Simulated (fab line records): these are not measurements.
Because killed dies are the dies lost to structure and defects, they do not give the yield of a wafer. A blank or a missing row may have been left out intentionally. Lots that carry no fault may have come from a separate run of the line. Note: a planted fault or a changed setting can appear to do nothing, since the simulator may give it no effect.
fab line records -- flow nandHarc
[record] lots = 24, wafers = 72, lastDay = 24
route steps=1159 shown A_CONTACT@897
lots that met no fault: from a run of the same line without faults
startH: start of the lot's first displayed wafer, in hours after the record's first day -- waitH: how many hours have passed since the lot's step before this one -- " the same as in the row above -- L1.1+2: a single row standing in for several wafers -- - no value, or no start was given -- * or withheld: withheld -- < > ~ a bound
route shown NAME@n: a module of which the file shows steps, and the number in the route of the first -- usual: the fault-free wafers' mean and standard deviation -- same: alike in all rows -- chamber/n: place in a boat -- sites: per-site readings -- _std_site: the values' standard deviation -- _edge_site: the outer-site mean with the inner-site mean subtracted -- radiusMm: how far each site lies from the wafer's centre -- mask NAME#n: copy n -- behind: tool/chamber where the wafer was last shaped -- hold: the reason the lot was held/the length of the hold in hours/how it ended -- device: which transistor (n, p or np) failed to switch -- end of line: the same wafers' tests at the end of the route -- step lacking rows: just its recipe -- killed: dies that structure and defects cost at the first sort, which is not the same as the wafer's yield -- map: a wafer's dies, x killed, . not, _ none there
set.NAME: the setting that was run; set.NAME@STEP: the one run at that earlier step -- model.NAME: the simulator's own value behind a step, which no gauge read
the route's steps for a sample of lots (tables are steps, rows are wafers)
services: when a tool's chamber went out of use (startH, in hours from the record's first day, below 0 if earlier), for how many hours, and the reason
[[steps]]
[step NHARC_A_CONTACT_OVL_MEAS_70]
[usual] overlayXNm = -0.2/0.94, overlayYNm = 0.3/0.74
lot.wafer,tool,chamber,startH,waitH,overlayXNm,overlayYNm
L074.2,overlay-02,-,375.75,-,-1.4,-0.2
L074.4,overlay-02,-,375.75,-,-1.4,0.0
L074.5,overlay-02,-,375.75,-,-1.2,0.3
L075.3,overlay-02,-,381.42,-,0.1,0.8
L075.4,overlay-02,-,381.42,-,-0.3,0.3
L075.6,overlay-02,-,381.42,-,-0.6,0.8
L076.2,overlay-02,-,397.47,-,0.3,-0.1
L076.4,overlay-02,-,397.47,-,0.3,-0.3
L076.5,overlay-02,-,397.47,-,0.6,-0.4
L078.3,overlay-02,-,402.25,-,-0.8,-0.5
L078.4,overlay-02,-,402.25,-,-0.8,-0.5
L078.5,overlay-02,-,402.25,-,-0.5,-0.3
L077.1,overlay-02,-,406.66,-,-0.5,-0.9
L077.2,overlay-02,-,406.66,-,-0.4,-0.1
L077.4,overlay-02,-,406.66,-,-0.6,-0.6
L080.3,overlay-01,-,415.25,-,0.7,0.1
L080.4,overlay-01,-,415.25,-,1.1,0.3
L080.5,overlay-01,-,415.25,-,1.2,0.5
L081.2,overlay-01,-,419.29,-,-1.1,2.1
L081.3,overlay-01,-,419.29,-,-0.7,1.4
L081.6,overlay-01,-,419.29,-,-0.6,1.5
L079.1,overlay-02,-,421.53,-,-0.1,-0.4
L079.5,overlay-02,-,421.53,-,-0.2,-0.4
L079.6,overlay-02,-,421.53,-,-0.2,-0.2
L083.1,overlay-01,-,430.93,-,2.2,-0.1
L083.3,overlay-01,-,430.93,-,1.5,0.3
L083.5,overlay-01,-,430.93,-,1.4,-0.1
L082.3,overlay-02,-,431.37,-,0.8,1.4
L082.4,overlay-02,-,431.37,-,1.3,1.2
L082.6,overlay-02,-,431.37,-,0.9,1.7
L084.1,overlay-02,-,435.40,-,-0.4,-0.7
L084.3,overlay-02,-,435.40,-,-0.2,-0.3
L084.6,overlay-02,-,435.40,-,-0.5,-0.6
L085.3,overlay-01,-,444.71,-,0.6,-0.7
L085.4,overlay-01,-,444.71,-,0.1,-0.9
L085.5,overlay-01,-,444.71,-,0.5,-0.3
L086.2,overlay-01,-,450.19,-,-0.6,-0.3
L086.4,overlay-01,-,450.19,-,-0.9,0.3
L086.6,overlay-01,-,450.19,-,-1.7,-0.2
L087.2,overlay-01,-,456.76,-,-1.0,1.7
L087.5,overlay-01,-,456.76,-,-1.0,1.5
L087.6,overlay-01,-,456.76,-,-0.7,1.9
L088.1,overlay-02,-,456.91,-,-0.2,-0.4
L088.4,overlay-02,-,456.91,-,0.0,-0.4
L088.5,overlay-02,-,456.91,-,-0.7,0.0
L090.1,overlay-02,-,462.18,-,1.9,1.0
L090.2,overlay-02,-,462.18,-,1.6,0.2
L090.6,overlay-02,-,462.18,-,1.2,0.6
L089.1,overlay-02,-,462.73,-,-0.1,0.3
L089.2,overlay-02,-,462.73,-,-0.1,-0.1
L089.4,overlay-02,-,462.73,-,0.2,0.5
L091.1,overlay-02,-,489.97,-,-2.1,1.6
L091.2,overlay-02,-,489.97,-,-1.7,2.0
L091.5,overlay-02,-,489.97,-,-1.4,1.9
L092.1,overlay-02,-,490.21,-,-0.7,-0.1
L092.3,overlay-02,-,490.21,-,-1.0,-0.1
L092.5,overlay-02,-,490.21,-,-0.5,-0.4
L094.1,overlay-02,-,496.19,-,-2.1,-0.4
L094.5,overlay-02,-,496.19,-,-2.0,-0.1
L094.6,overlay-02,-,496.19,-,-1.5,-0.6
L093.1,overlay-02,-,496.86,-,-0.6,0.4
L093.2,overlay-02,-,496.86,-,-1.0,-0.1
L093.6,overlay-02,-,496.86,-,-0.4,0.1
L096.2,overlay-01,-,499.86,-,-0.4,-0.1
L096.4,overlay-01,-,499.86,-,0.2,-0.1
L096.6,overlay-01,-,499.86,-,-0.7,-0.3
L095.1,overlay-02,-,505.96,-,0.4,0.5
L095.4,overlay-02,-,505.96,-,1.1,0.4
L095.5,overlay-02,-,505.96,-,1.0,1.2
L097.1,overlay-01,-,510.96,-,0.4,0.6
L097.2,overlay-01,-,510.96,-,0.3,-0.2
L097.4,overlay-01,-,510.96,-,0.1,0.8
[step NHARC_A_CONTACT_INSPECT_71]
[usual] rawDefectCount = 29/15
lot.wafer,tool,chamber,startH,waitH,rawDefectCount
L074.2,defectInspect-01,-,375.78,0.0,25
L074.4,defectInspect-01,-,375.78,0.0,25
L074.5,defectInspect-01,-,375.78,0.0,29
L075.3,defectInspect-02,-,381.45,0.0,26
L075.4,defectInspect-02,-,381.45,0.0,29
L075.6,defectInspect-02,-,381.45,0.0,22
L076.2,defectInspect-02,-,397.51,0.0,26
L076.4,defectInspect-02,-,397.51,0.0,24
L076.5,defectInspect-02,-,397.51,0.0,29
L078.3,defectInspect-02,-,402.29,0.0,19
L078.4,defectInspect-02,-,402.29,0.0,12
L078.5,defectInspect-02,-,402.29,0.0,13
L077.1,defectInspect-01,-,406.70,0.0,20
L077.2,defectInspect-01,-,406.70,0.0,18
L077.4,defectInspect-01,-,406.70,0.0,21
L080.3,defectInspect-01,-,415.29,0.0,17
L080.4,defectInspect-01,-,415.29,0.0,18
L080.5,defectInspect-01,-,415.29,0.0,15
L081.2,defectInspect-02,-,419.33,0.0,19
L081.3,defectInspect-02,-,419.33,0.0,28
L081.6,defectInspect-02,-,419.33,0.0,15
L079.1,defectInspect-02,-,421.57,0.0,28
L079.5,defectInspect-02,-,421.57,0.0,29
L079.6,defectInspect-02,-,421.57,0.0,20
L083.1,defectInspect-01,-,430.96,0.0,68
L083.3,defectInspect-01,-,430.96,0.0,42
L083.5,defectInspect-01,-,430.96,0.0,40
L082.3,defectInspect-02,-,431.41,0.0,14
L082.4,defectInspect-02,-,431.41,0.0,6
L082.6,defectInspect-02,-,431.41,0.0,15
L084.1,defectInspect-02,-,435.43,0.0,21
L084.3,defectInspect-02,-,435.43,0.0,11
L084.6,defectInspect-02,-,435.43,0.0,20
L085.3,defectInspect-02,-,444.74,0.0,15
L085.4,defectInspect-02,-,444.74,0.0,11
L085.5,defectInspect-02,-,444.74,0.0,16
L086.2,defectInspect-01,-,450.23,0.0,48
L086.4,defectInspect-01,-,450.23,0.0,50
L086.6,defectInspect-01,-,450.23,0.0,47
L087.2,defectInspect-02,-,456.80,0.0,13
L087.5,defectInspect-02,-,456.80,0.0,14
L087.6,defectInspect-02,-,456.80,0.0,11
L088.1,defectInspect-02,-,456.95,0.0,39
L088.4,defectInspect-02,-,456.95,0.0,37
L088.5,defectInspect-02,-,456.95,0.0,42
L090.1,defectInspect-02,-,462.22,0.0,10
L090.2,defectInspect-02,-,462.22,0.0,15
L090.6,defectInspect-02,-,462.22,0.0,12
L089.1,defectInspect-02,-,462.76,0.0,59
L089.2,defectInspect-02,-,462.76,0.0,34
L089.4,defectInspect-02,-,462.76,0.0,53
L091.1,defectInspect-02,-,490.00,0.0,15
L091.2,defectInspect-02,-,490.00,0.0,13
L091.5,defectInspect-02,-,490.00,0.0,15
L092.1,defectInspect-02,-,490.25,0.0,27
L092.3,defectInspect-02,-,490.25,0.0,34
L092.5,defectInspect-02,-,490.25,0.0,39
L094.1,defectInspect-02,-,496.22,0.0,53
L094.5,defectInspect-02,-,496.22,0.0,61
L094.6,defectInspect-02,-,496.22,0.0,49
L093.1,defectInspect-02,-,496.89,0.0,40
L093.2,defectInspect-02,-,496.89,0.0,42
L093.6,defectInspect-02,-,496.89,0.0,45
L096.2,defectInspect-01,-,499.89,0.0,49
L096.4,defectInspect-01,-,499.89,0.0,65
L096.6,defectInspect-01,-,499.89,0.0,70
L095.1,defectInspect-01,-,506.00,0.0,32
L095.4,defectInspect-01,-,506.00,0.0,38
L095.5,defectInspect-01,-,506.00,0.0,47
L097.1,defectInspect-02,-,510.99,0.0,17
L097.2,defectInspect-02,-,510.99,0.0,10
L097.4,defectInspect-02,-,510.99,0.0,13
[step NHARC_A_CONTACT_ETCH_76]
[recipe] targetDepthA = 2600, overEtchFrac = 0.3, timeS = 475.3, ionEnergyEv = 200, n2FlowSccm = 150, h2FlowSccm = 150, arFlowSccm = 0, rfW = 400, biasW = 150, chemistry = N2/H2
[usual] drypumpMotorCurrentA = 5.9/0.44, n2FlowSccm = 150.0/0.44, oesProductAu = 1.003/0.0087, rfVppV = 429.6/2.5, showerheadPlenumPTorr = 2.01/0.086, throttleValvePct = 14.172/0.0096
lot.wafer,tool,chamber,startH,waitH,drypumpMotorCurrentA,n2FlowSccm,oesProductAu,rfHoursCounterH,rfVppV,showerheadPlenumPTorr,throttleValvePct
L074.4,rieDiel-03,3,-,-,6.5,150.5,1.000,27,431.3,2.01,14.171
L074.2,rieDiel-03,0,-,-,6.0,149.7,0.997,25,429.8,2.02,14.186
L074.5,rieDiel-03,3,-,-,6.6,150.6,0.989,-,429.0,2.01,14.171
L075.3,rieDiel-08,3,-,-,4.9,149.9,0.998,24,426.1,1.91,14.166
L075.4,rieDiel-08,1,-,-,5.8,149.1,0.998,24,428.9,2.02,14.174
L075.6,rieDiel-08,3,-,-,4.9,150.1,1.008,-,426.1,1.91,14.173
L076.2,rieDiel-12,2,-,-,5.1,150.0,0.994,2,426.2,1.93,14.164
L076.4,rieDiel-12,0,-,-,6.1,149.4,1.015,2,431.8,2.13,14.185
L076.5,rieDiel-12,1,-,-,6.0,149.7,1.006,-,428.9,2.00,14.170
L078.4,rieDiel-03,2,-,-,6.2,149.8,1.006,0,426.6,1.90,14.163
L078.3,rieDiel-03,3,-,-,6.6,149.4,1.001,0,428.8,2.01,14.176
L078.5,rieDiel-03,1,-,-,5.7,149.5,0.998,-,434.2,2.14,14.185
L077.1,rieDiel-08,2,-,-,5.7,149.5,0.997,33,425.8,1.89,14.180
L077.2,rieDiel-08,3,-,-,4.8,150.5,1.001,31,427.9,1.91,14.156
L077.4,rieDiel-08,1,-,-,5.8,149.2,0.983,34,429.8,2.02,14.175
L080.4,rieDiel-12,3,-,-,5.7,150.2,1.011,8,430.0,2.02,14.159
L080.3,rieDiel-12,0,-,-,6.1,149.5,1.017,8,434.3,2.13,14.179
L080.5,rieDiel-12,1,-,-,6.0,149.6,1.000,-,431.4,2.00,14.164
L081.3,rieDiel-03,0,-,-,6.0,149.4,1.002,4,430.0,2.02,14.189
L081.2,rieDiel-03,1,-,-,5.7,150.3,1.008,4,431.1,2.14,14.185
L081.6,rieDiel-03,3,-,-,6.6,150.0,1.002,-,430.2,2.01,14.175
L079.1,rieDiel-03,1,-,-,5.7,150.3,1.004,4,434.2,2.14,14.182
L079.5,rieDiel-03,1,-,-,5.7,150.8,1.009,-,432.6,2.14,14.175
L079.6,rieDiel-03,2,-,-,6.2,149.3,1.015,-,426.8,1.90,14.160
L083.3,rieDiel-03,2,-,-,6.2,150.2,1.010,8,425.9,1.90,14.168
L083.1,rieDiel-03,0,-,-,6.0,150.4,1.002,8,429.5,2.02,14.181
L083.5,rieDiel-03,1,-,-,5.7,149.8,1.005,-,433.4,2.13,14.176
L082.4,rieDiel-03,2,-,-,6.2,149.9,1.015,8,427.4,1.90,14.173
L082.3,rieDiel-03,0,-,-,6.0,150.7,0.995,8,427.8,2.02,14.159
L082.6,rieDiel-03,3,-,-,6.6,150.2,0.998,-,429.7,2.01,14.172
L084.1,rieDiel-08,2,-,-,5.7,149.2,1.003,46,425.9,1.88,14.164
L084.3,rieDiel-08,3,-,-,4.8,149.5,1.004,43,425.7,1.91,14.172
L084.6,rieDiel-08,1,-,-,5.8,149.6,1.005,-,429.8,2.02,14.175
L085.3,rieDiel-12,1,-,-,6.0,150.2,1.002,19,429.0,1.99,14.162
L085.4,rieDiel-12,2,-,-,5.2,149.9,1.009,18,426.5,1.93,14.177
L085.5,rieDiel-12,0,-,-,6.1,150.0,1.014,-,431.8,2.13,14.151
L086.4,rieDiel-12,2,-,-,5.2,150.6,1.000,20,426.2,1.93,14.175
L086.2,rieDiel-12,3,-,-,5.7,149.0,1.014,22,431.3,2.02,14.170
L086.6,rieDiel-12,2,-,-,5.1,149.9,1.013,-,427.6,1.93,14.166
L087.2,rieDiel-12,2,-,-,5.1,150.2,0.999,23,427.9,1.93,14.155
L087.6,rieDiel-12,2,-,-,5.2,150.5,1.003,-,427.4,1.92,14.155
L087.5,rieDiel-12,3,-,-,5.7,149.4,1.026,-,430.7,2.02,14.174
L088.1,rieDiel-03,1,-,-,5.7,149.7,0.992,13,432.1,2.13,14.182
L088.4,rieDiel-03,2,-,-,6.2,149.3,0.995,12,425.0,1.90,14.160
L088.5,rieDiel-03,0,-,-,6.0,149.8,0.999,-,431.4,2.01,14.163
L090.2,rieDiel-03,2,-,-,6.2,150.6,1.013,13,425.7,1.90,14.183
L090.1,rieDiel-03,1,-,-,5.7,150.4,1.020,15,431.7,2.13,14.169
L090.6,rieDiel-03,3,-,-,6.5,150.1,0.998,-,429.3,2.01,14.174
L089.1,rieDiel-03,3,-,-,6.5,150.0,0.989,14,430.9,2.01,14.184
L089.4,rieDiel-03,0,-,-,6.0,150.9,0.997,15,430.7,2.01,14.173
L089.2,rieDiel-03,1,-,-,5.7,150.5,1.000,15,431.5,2.13,14.177
L091.2,rieDiel-03,0,-,-,6.0,150.1,1.007,19,429.6,2.01,14.186
L091.1,rieDiel-03,2,-,-,6.2,150.1,1.000,17,426.0,1.89,14.181
L091.5,rieDiel-03,3,-,-,6.6,149.6,0.998,-,429.0,2.01,14.171
L092.3,rieDiel-12,1,-,-,6.0,150.3,1.006,37,429.2,1.99,14.182
L092.1,rieDiel-12,3,-,-,5.7,149.8,1.014,37,430.2,2.01,14.180
L092.5,rieDiel-12,1,-,-,6.0,150.3,1.013,-,428.8,1.99,14.165
L094.1,rieDiel-03,0,-,-,6.0,149.1,0.994,20,429.1,2.01,14.179
L094.5,rieDiel-03,3,-,-,6.6,150.2,1.000,-,429.7,2.01,14.179
L094.6,rieDiel-03,0,-,-,6.0,149.1,0.997,-,431.1,2.01,14.165
L093.1,rieDiel-08,0,-,-,6.0,150.4,0.994,5,433.0,2.09,14.173
L093.2,rieDiel-08,1,-,-,5.8,150.4,1.007,5,430.1,2.01,14.182
L093.6,rieDiel-08,1,-,-,5.8,150.4,1.016,-,429.7,2.01,14.170
L096.2,rieDiel-08,0,-,-,6.0,150.2,0.998,7,430.4,2.09,14.171
L096.4,rieDiel-08,3,-,-,4.8,149.2,1.000,6,426.3,1.90,14.159
L096.6,rieDiel-08,1,-,-,5.8,150.1,1.016,-,429.9,2.01,14.150
L095.4,rieDiel-08,3,-,-,4.9,150.5,0.998,7,426.7,1.90,14.171
L095.1,rieDiel-08,0,-,-,5.9,150.2,0.998,9,432.7,2.09,14.164
L095.5,rieDiel-08,2,-,-,5.7,150.6,1.000,-,434.7,2.22,14.183
L097.2,rieDiel-12,2,-,-,5.1,150.7,1.002,43,427.2,1.92,14.170
L097.4,rieDiel-12,3,-,-,5.7,150.1,1.011,44,429.8,2.01,14.155
L097.1,rieDiel-12,0,-,-,6.1,149.9,1.015,46,432.7,2.12,14.166
[step NHARC_A_CONTACT_ETCH_127]
[recipe] sourceW = withheld, pressureMtorr = 20, biasV = 1200, timeS = 155, targetDepthA = 9560, arFlowSccm = withheld, c4f8FlowSccm = withheld, o2FlowSccm = withheld, chemistry = C4F8/O2/Ar
lot.wafer,tool,chamber,startH,waitH,rfHoursCounterH
L074.2,harCapEtch-01,1,377.45,0.1,56
L074.4,harCapEtch-01,0,377.45,0.1,-
L074.5,harCapEtch-01,0,377.45,0.1,-
L075.4,harCapEtch-01,1,383.17,0.1,-
L075.3,harCapEtch-01,0,383.17,0.1,-
L075.6,harCapEtch-01,0,383.17,0.1,-
L076.2,harCapEtch-02,0,399.26,0.1,14
L076.4,harCapEtch-02,0,399.26,0.1,-
L076.5,harCapEtch-02,0,399.26,0.1,-
L078.3,harCapEtch-03,1,404.07,0.1,-
L078.4,harCapEtch-03,0,404.07,0.1,-
L078.5,harCapEtch-03,1,404.07,0.1,-
L077.2,harCapEtch-01,1,408.37,0.1,61
L077.1,harCapEtch-01,0,408.37,0.1,61
L077.4,harCapEtch-01,1,408.37,0.1,-
L080.3,harCapEtch-01,1,418.40,0.1,-
L080.4,harCapEtch-01,0,418.40,0.1,-
L080.5,harCapEtch-01,1,418.40,0.1,-
L081.2,harCapEtch-02,0,421.03,0.1,18
L081.3,harCapEtch-02,1,421.03,0.1,-
L081.6,harCapEtch-02,1,421.03,0.1,-
L079.1,harCapEtch-03,1,423.26,0.1,86
L079.5,harCapEtch-03,0,423.26,0.1,-
L079.6,harCapEtch-03,1,423.26,0.1,-
L083.1,harCapEtch-01,0,432.63,0.1,66
L083.3,harCapEtch-01,1,432.63,0.1,-
L083.5,harCapEtch-01,1,432.63,0.1,-
L082.3,harCapEtch-02,1,433.42,0.1,-
L082.4,harCapEtch-02,0,433.42,0.1,-
L082.6,harCapEtch-02,0,433.42,0.1,-
L084.1,harCapEtch-03,0,437.88,0.1,89
L084.3,harCapEtch-03,0,437.88,0.1,-
L084.6,harCapEtch-03,1,437.88,0.1,-
L085.3,harCapEtch-03,0,446.46,0.1,-
L085.4,harCapEtch-03,1,446.46,0.1,-
L085.5,harCapEtch-03,0,446.46,0.1,-
L086.2,harCapEtch-03,1,451.99,0.1,93
L086.4,harCapEtch-03,0,451.99,0.1,-
L086.6,harCapEtch-03,0,451.99,0.1,-
L087.2,harCapEtch-03,0,458.50,0.1,94
L087.6,harCapEtch-03,1,458.50,0.1,-
L087.5,harCapEtch-03,0,458.50,0.1,-
L088.1,harCapEtch-01,1,458.67,0.1,72
L088.4,harCapEtch-01,0,458.67,0.1,-
L088.5,harCapEtch-01,0,458.67,0.1,-
L090.1,harCapEtch-03,1,463.97,0.1,95
L090.2,harCapEtch-03,0,463.97,0.1,95
L090.6,harCapEtch-03,1,463.97,0.1,-
L089.1,harCapEtch-01,1,464.70,0.1,74
L089.2,harCapEtch-01,0,464.70,0.1,74
L089.4,harCapEtch-01,1,464.70,0.1,-
L091.1,harCapEtch-01,0,491.71,0.1,77
L091.2,harCapEtch-01,1,491.71,0.1,77
L091.5,harCapEtch-01,0,491.71,0.1,-
L092.1,harCapEtch-02,0,492.34,0.2,30
L092.3,harCapEtch-02,1,492.34,0.2,-
L092.5,harCapEtch-02,1,492.34,0.2,-
L094.1,harCapEtch-01,1,498.09,0.1,78
L094.6,harCapEtch-01,1,498.09,0.1,-
L094.5,harCapEtch-01,0,498.09,0.1,-
L093.2,harCapEtch-03,1,499.03,0.1,101
L093.1,harCapEtch-03,0,499.03,0.1,101
L093.6,harCapEtch-03,0,499.03,0.1,-
L096.2,harCapEtch-03,0,501.78,0.1,102
L096.4,harCapEtch-03,1,501.78,0.1,-
L096.6,harCapEtch-03,0,501.78,0.1,-
L095.1,harCapEtch-01,0,507.70,0.1,82
L095.4,harCapEtch-01,0,507.70,0.1,-
L095.5,harCapEtch-01,0,507.70,0.1,-
L097.2,harCapEtch-03,1,513.27,0.1,104
L097.1,harCapEtch-03,0,513.27,0.1,104
L097.4,harCapEtch-03,1,513.27,0.1,-
[step NHARC_A_CONTACT_ETCH_132]
[recipe] sourceW = withheld, pressureMtorr = 20, biasV = 1200, timeS = 156, targetDepthA = 9580, arFlowSccm = withheld, c4f8FlowSccm = withheld, o2FlowSccm = withheld, chemistry = C4F8/O2/Ar
lot.wafer,tool,chamber,startH,waitH,rfHoursCounterH
L074.2,harCapEtch-01,1,378.16,0.1,57
L074.4,harCapEtch-01,0,378.16,0.1,-
L074.5,harCapEtch-01,0,378.16,0.1,-
L075.4,harCapEtch-01,1,383.87,0.1,-
L075.3,harCapEtch-01,0,383.87,0.1,-
L075.6,harCapEtch-01,0,383.87,0.1,-
L076.2,harCapEtch-02,0,399.97,0.1,15
L076.4,harCapEtch-02,0,399.97,0.1,-
L076.5,harCapEtch-02,0,399.97,0.1,-
L078.3,harCapEtch-03,1,404.78,0.1,-
L078.4,harCapEtch-03,0,404.78,0.1,-
L078.5,harCapEtch-03,1,404.78,0.1,-
L077.2,harCapEtch-01,1,409.08,0.1,62
L077.1,harCapEtch-01,0,409.08,0.1,62
L077.4,harCapEtch-01,1,409.08,0.1,-
L080.3,harCapEtch-01,1,419.11,0.1,-
L080.4,harCapEtch-01,0,419.11,0.1,-
L080.5,harCapEtch-01,1,419.11,0.1,-
L081.2,harCapEtch-02,0,421.73,0.1,18
L081.3,harCapEtch-02,1,421.73,0.1,-
L081.6,harCapEtch-02,1,421.73,0.1,-
L079.1,harCapEtch-03,1,423.96,0.1,87
L079.5,harCapEtch-03,0,423.96,0.1,-
L079.6,harCapEtch-03,1,423.96,0.1,-
L083.1,harCapEtch-01,0,433.34,0.1,67
L083.3,harCapEtch-01,1,433.34,0.1,-
L083.5,harCapEtch-01,1,433.34,0.1,-
L082.3,harCapEtch-02,1,434.13,0.1,-
L082.4,harCapEtch-02,0,434.13,0.1,-
L082.6,harCapEtch-02,0,434.13,0.1,-
L084.1,harCapEtch-03,0,438.60,0.1,90
L084.3,harCapEtch-03,0,438.60,0.1,-
L084.6,harCapEtch-03,1,438.60,0.1,-
L085.3,harCapEtch-03,0,447.17,0.1,-
L085.4,harCapEtch-03,1,447.17,0.1,-
L085.5,harCapEtch-03,0,447.17,0.1,-
L086.2,harCapEtch-03,1,452.69,0.1,93
L086.4,harCapEtch-03,0,452.69,0.1,-
L086.6,harCapEtch-03,0,452.69,0.1,-
L087.2,harCapEtch-03,0,459.21,0.1,95
L087.6,harCapEtch-03,1,459.21,0.1,-
L087.5,harCapEtch-03,0,459.21,0.1,-
L088.1,harCapEtch-01,1,459.37,0.1,73
L088.4,harCapEtch-01,0,459.37,0.1,-
L088.5,harCapEtch-01,0,459.37,0.1,-
L090.1,harCapEtch-03,1,464.68,0.1,96
L090.2,harCapEtch-03,0,464.68,0.1,96
L090.6,harCapEtch-03,1,464.68,0.1,-
L089.1,harCapEtch-01,1,465.40,0.1,74
L089.2,harCapEtch-01,0,465.40,0.1,74
L089.4,harCapEtch-01,1,465.40,0.1,-
L091.1,harCapEtch-01,0,492.42,0.1,78
L091.2,harCapEtch-01,1,492.42,0.1,78
L091.5,harCapEtch-01,0,492.42,0.1,-
L092.1,harCapEtch-02,0,493.28,0.2,31
L092.3,harCapEtch-02,1,493.28,0.2,-
L092.5,harCapEtch-02,1,493.28,0.2,-
L094.1,harCapEtch-01,1,498.80,0.1,79
L094.6,harCapEtch-01,1,498.80,0.1,-
L094.5,harCapEtch-01,0,498.80,0.1,-
L093.2,harCapEtch-03,1,499.73,0.1,102
L093.1,harCapEtch-03,0,499.73,0.1,102
L093.6,harCapEtch-03,0,499.73,0.1,-
L096.2,harCapEtch-03,0,502.49,0.1,103
L096.4,harCapEtch-03,1,502.49,0.1,-
L096.6,harCapEtch-03,0,502.49,0.1,-
L095.1,harCapEtch-01,0,508.41,0.1,82
L095.4,harCapEtch-01,0,508.41,0.1,-
L095.5,harCapEtch-01,0,508.41,0.1,-
L097.2,harCapEtch-03,1,513.97,0.1,105
L097.1,harCapEtch-03,0,513.97,0.1,105
L097.4,harCapEtch-03,1,513.97,0.1,-
[step NHARC_A_CONTACT_ETCH_133]
[recipe] sourceW = withheld, pressureMtorr = 20, biasV = 400, timeS = 195, targetDepthA = 8400, arFlowSccm = withheld, c4f8FlowSccm = 11.5, o2FlowSccm = 7.2, chemistry = C4F8/O2/Ar
lot.wafer,tool,chamber,startH,waitH,rfHoursCounterH
L074.2,harCapEtch-01,1,378.30,0.1,57
L074.4,harCapEtch-01,0,378.30,0.1,-
L074.5,harCapEtch-01,0,378.30,0.1,-
L075.4,harCapEtch-01,1,384.06,0.2,-
L075.3,harCapEtch-01,0,384.06,0.2,-
L075.6,harCapEtch-01,0,384.06,0.2,-
L076.2,harCapEtch-02,0,400.13,0.1,15
L076.4,harCapEtch-02,0,400.13,0.1,-
L076.5,harCapEtch-02,0,400.13,0.1,-
L078.3,harCapEtch-03,1,404.97,0.2,-
L078.4,harCapEtch-03,0,404.97,0.2,-
L078.5,harCapEtch-03,1,404.97,0.2,-
L077.2,harCapEtch-01,1,409.22,0.1,62
L077.1,harCapEtch-01,0,409.22,0.1,62
L077.4,harCapEtch-01,1,409.22,0.1,-
L080.3,harCapEtch-01,1,419.30,0.2,-
L080.4,harCapEtch-01,0,419.30,0.2,-
L080.5,harCapEtch-01,1,419.30,0.2,-
L081.2,harCapEtch-02,0,421.90,0.1,18
L081.3,harCapEtch-02,1,421.90,0.1,-
L081.6,harCapEtch-02,1,421.90,0.1,-
L079.1,harCapEtch-03,1,424.13,0.1,87
L079.5,harCapEtch-03,0,424.13,0.1,-
L079.6,harCapEtch-03,1,424.13,0.1,-
L083.1,harCapEtch-01,0,433.48,0.1,67
L083.3,harCapEtch-01,1,433.48,0.1,-
L083.5,harCapEtch-01,1,433.48,0.1,-
L082.3,harCapEtch-02,1,434.32,0.2,-
L082.4,harCapEtch-02,0,434.32,0.2,-
L082.6,harCapEtch-02,0,434.32,0.2,-
L084.1,harCapEtch-03,0,438.76,0.1,90
L084.3,harCapEtch-03,0,438.76,0.1,-
L084.6,harCapEtch-03,1,438.76,0.1,-
L085.3,harCapEtch-03,0,447.35,0.2,-
L085.4,harCapEtch-03,1,447.35,0.2,-
L085.5,harCapEtch-03,0,447.35,0.2,-
L086.2,harCapEtch-03,1,452.86,0.1,93
L086.4,harCapEtch-03,0,452.86,0.1,-
L086.6,harCapEtch-03,0,452.86,0.1,-
L087.2,harCapEtch-03,0,459.37,0.1,95
L087.6,harCapEtch-03,1,459.37,0.1,-
L087.5,harCapEtch-03,0,459.37,0.1,-
L088.1,harCapEtch-01,1,459.54,0.1,73
L088.4,harCapEtch-01,0,459.54,0.1,-
L088.5,harCapEtch-01,0,459.54,0.1,-
L090.1,harCapEtch-03,1,464.82,0.1,96
L090.2,harCapEtch-03,0,464.82,0.1,96
L090.6,harCapEtch-03,1,464.82,0.1,-
L089.1,harCapEtch-01,1,465.54,0.1,75
L089.2,harCapEtch-01,0,465.54,0.1,75
L089.4,harCapEtch-01,1,465.54,0.1,-
L091.1,harCapEtch-01,0,492.56,0.1,78
L091.2,harCapEtch-01,1,492.56,0.1,78
L091.5,harCapEtch-01,0,492.56,0.1,-
L092.1,harCapEtch-02,0,493.51,0.2,31
L092.3,harCapEtch-02,1,493.51,0.2,-
L092.5,harCapEtch-02,1,493.51,0.2,-
L094.1,harCapEtch-01,1,498.94,0.1,79
L094.6,harCapEtch-01,1,498.94,0.1,-
L094.5,harCapEtch-01,0,498.94,0.1,-
L093.2,harCapEtch-03,1,499.87,0.1,102
L093.1,harCapEtch-03,0,499.87,0.1,102
L093.6,harCapEtch-03,0,499.87,0.1,-
L096.2,harCapEtch-03,0,502.63,0.1,103
L096.4,harCapEtch-03,1,502.63,0.1,-
L096.6,harCapEtch-03,0,502.63,0.1,-
L095.1,harCapEtch-01,0,508.55,0.1,83
L095.4,harCapEtch-01,0,508.55,0.1,-
L095.5,harCapEtch-01,0,508.55,0.1,-
L097.2,harCapEtch-03,1,514.12,0.1,105
L097.1,harCapEtch-03,0,514.12,0.1,105
L097.4,harCapEtch-03,1,514.12,0.1,-
[[services]]
tool,chamber,startH,hours,kind
harCapEtch-03,-,365.53,5.1,repair
rieDiel-03,0,371.43,-,clean
rieDiel-03,1,371.43,-,clean
rieDiel-03,2,371.43,-,clean
rieDiel-03,3,371.43,-,clean
rieDiel-08,3,386.36,2.3,repair
rieDiel-03,-,392.30,9.0,pm
rieDiel-03,0,392.30,9.0,ventCycle
rieDiel-03,1,392.30,9.0,ventCycle
rieDiel-03,2,392.30,9.0,ventCycle
rieDiel-03,3,392.30,9.0,ventCycle
harCapEtch-01,-,398.89,0.1,repair
rieDiel-03,0,401.30,-,clean
rieDiel-03,1,401.30,-,clean
rieDiel-03,2,401.30,-,clean
rieDiel-03,2,401.30,-,consumableReplace:focusRing
rieDiel-03,3,401.30,-,clean
harCapEtch-02,-,407.55,0.5,repair
rieDiel-03,0,426.15,-,clean
rieDiel-03,1,426.15,-,clean
rieDiel-03,2,426.15,-,clean
rieDiel-08,-,478.98,9.0,pm
rieDiel-03,2,479.61,3.9,repair
rieDiel-03,3,500.62,17.4,repair
[[key]]
fault none
